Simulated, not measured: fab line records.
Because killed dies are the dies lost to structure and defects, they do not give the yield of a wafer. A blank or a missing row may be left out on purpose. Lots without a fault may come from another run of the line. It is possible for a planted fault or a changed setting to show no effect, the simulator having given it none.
Shared-tool check | flow nand-harc | 12 lots, 36 wafers sampled

## THE REASON FOR OPENING IT
On 4 of the 12 lots, a flag is raised at NHARC_P_M1_CD_MEAS_09 on the reading cd-nm. Wafers without a fault read 129.7 nm, standard deviation 0.54.
Rule: flag the lot when none of its wafers has a number, or when each of its wafers that has one lies beyond 4 standard deviations from that mean. The rest of the lots are taken to be sound.

lot  | measured     | on        | cd-nm (nm), wafer by wafer | flag
L983 | day 6 09:41  | cd-sem-03 | 128.6 128.6 128.8          |
L984 | day 6 13:10  | cd-sem-03 | 129.7 129.3 130.5          |
L985 | day 7 03:08  | cd-sem-01 | 129.3 128.6 129.1          |
L990 | day 9 15:11  | cd-sem-02 | 130.0 129.5 128.9          |
L992 | day 10 01:34 | cd-sem-03 | 129.8 130.2 130.2          |
L995 | day 11 08:28 | cd-sem-01 | 147.2 147.9 147.0          | FLAGGED
L996 | day 11 13:07 | cd-sem-02 | 145.0 145.5 145.3          | FLAGGED
L997 | day 12 05:26 | cd-sem-01 | 143.7 143.9 143.4          | FLAGGED
L999 | day 13 02:59 | cd-sem-03 | 143.6 143.9 143.8          | FLAGGED
L103 | day 14 16:48 | cd-sem-03 | 129.8 130.0 130.4          |
L104 | day 14 20:16 | cd-sem-02 | 129.8 130.0 129.7          |
L106 | day 15 18:59 | cd-sem-01 | 130.3 130.0 129.8          |
The numbers of the flagged lots are 145.0 nm on average: +15.3 nm against the usual, or +28 standard deviations.

## EACH LOT AND THE TOOL IT RAN ON
Before the reading, the record contains 3 process steps out of a 1302-step route. Read each cell as the tool, then ch plus the chambers that the sampled wafers visited, then the start.
lot  | flag    | NHARC_P_M0_PRE_CLEAN_29                 | NHARC_P_M0_CMP_23             | NHARC_P_M1_EXPOSE_06
L983 |         | pvd-sputter-02, day 6 07:56 or earlier  | cmp-02 ch 0,1,2, day 6 07:56  | arfi-scanner-03 ch 0, day 6 09:32
L984 |         | pvd-sputter-02, day 6 11:17 or earlier  | cmp-04 ch 0,2,3, day 6 11:17  | arfi-scanner-02 ch 0, day 6 13:02
L985 |         | pvd-sputter-01, day 7 01:24 or earlier  | cmp-01 ch 0,2,3, day 7 01:24  | arfi-scanner-02 ch 0, day 7 02:59
L990 |         | pvd-sputter-03, day 9 12:05             | cmp-01 ch 0,1, day 9 13:20    | arfi-scanner-03 ch 0, day 9 15:03
L992 |         | pvd-sputter-01, day 9 23:43 or earlier  | cmp-04 ch 0,1,3, day 9 23:43  | arfi-scanner-02 ch 0, day 10 01:25
L995 | FLAGGED | pvd-sputter-03, day 11 06:43 or earlier | cmp-04 ch 1,2, day 11 06:43   | arfi-scanner-03 ch 0, day 11 08:20
L996 | FLAGGED | pvd-sputter-01, day 11 11:23 or earlier | cmp-02 ch 1,2, day 11 11:23   | arfi-scanner-03 ch 0, day 11 12:58
L997 | FLAGGED | pvd-sputter-02, day 12 03:30 or earlier | cmp-04 ch 2,3, day 12 03:30   | arfi-scanner-03 ch 0, day 12 05:17
L999 | FLAGGED | pvd-sputter-03, day 13 01:20 or earlier | cmp-04 ch 0,1,3, day 13 01:20 | arfi-scanner-03 ch 0, day 13 02:52
L103 |         | pvd-sputter-02, day 14 14:55 or earlier | cmp-02 ch 1,2, day 14 14:55   | arfi-scanner-01 ch 0, day 14 16:40
L104 |         | pvd-sputter-03, day 14 18:22 or earlier | cmp-01 ch 0,1, day 14 18:22   | arfi-scanner-02 ch 0, day 14 20:08
L106 |         | pvd-sputter-01, day 15 17:10 or earlier | cmp-04 ch 1,2,3, day 15 17:10 | arfi-scanner-02 ch 0, day 15 18:50
What is done by these steps:
- NHARC_P_M0_PRE_CLEAN_29: time 30 s.
- NHARC_P_M0_CMP_23: polishes, t overpolish 20 s, target thk 117.54 nm.
- NHARC_P_M1_EXPOSE_06: exposes mask P M1, target cd 130 nm.
- NHARC_P_M1_CD_MEAS_09: target cd 130 nm.

## FLAGGED OVER TOTAL, TOOL BY TOOL (the gauges that took the reading come last)
step                    | tool            | lots run | flagged | share of the flagged lots | sound lots run after its first flagged lot
NHARC_P_M0_PRE_CLEAN_29 | pvd-sputter-01  | 4        | 1       | some                      | 1 (L106)
NHARC_P_M0_PRE_CLEAN_29 | pvd-sputter-02  | 4        | 1       | some                      | 1 (L103)
NHARC_P_M0_PRE_CLEAN_29 | pvd-sputter-03  | 4        | 2       | some                      | 1 (L104)
NHARC_P_M0_CMP_23       | cmp-01          | 3        | 0       | none                      | -
NHARC_P_M0_CMP_23       | cmp-02          | 3        | 1       | some                      | 1 (L103)
NHARC_P_M0_CMP_23       | cmp-04          | 6        | 3       | some                      | 1 (L106)
NHARC_P_M1_EXPOSE_06    | arfi-scanner-01 | 1        | 0       | none                      | -
NHARC_P_M1_EXPOSE_06    | arfi-scanner-02 | 5        | 0       | none                      | -
NHARC_P_M1_EXPOSE_06    | arfi-scanner-03 | 6        | 4       | all                       | 0
NHARC_P_M1_CD_MEAS_09   | cd-sem-01       | 4        | 2       | some                      | 1 (L106)
NHARC_P_M1_CD_MEAS_09   | cd-sem-02       | 3        | 1       | some                      | 1 (L104)
NHARC_P_M1_CD_MEAS_09   | cd-sem-03       | 5        | 1       | some                      | 1 (L103)
With no start given for some of its lots, NHARC_P_M0_PRE_CLEAN_29 uses the hours and lot order of NHARC_P_M0_CMP_23.

## WHAT THE TABLE PERMITS
In the table, 1 row covers all flagged lots: arfi-scanner-03 at NHARC_P_M1_EXPOSE_06.
- arfi-scanner-03 at NHARC_P_M1_EXPOSE_06 ran 6 lots, 4 of them flagged. Last sound lot L990 at day 9 15:03, first flagged lot L995 at day 11 08:20; a fault beginning in between fits. Its own readings lie more than 4 standard deviations out on every wafer of the flagged lots: exposure-dose-mJ-cm2.
arfi-scanner-03 at NHARC_P_M1_EXPOSE_06 is the single tool remaining.

## WHAT THE SIMULATOR HAD INSERTED
Drift in process parameters on arfi-scanner-03 at NHARC_P_M1_EXPOSE_06, starting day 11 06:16. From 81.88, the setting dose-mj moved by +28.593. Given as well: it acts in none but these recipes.
Lots struck among those shown: L995, L996, L997, L999. Same finding as the rule above.
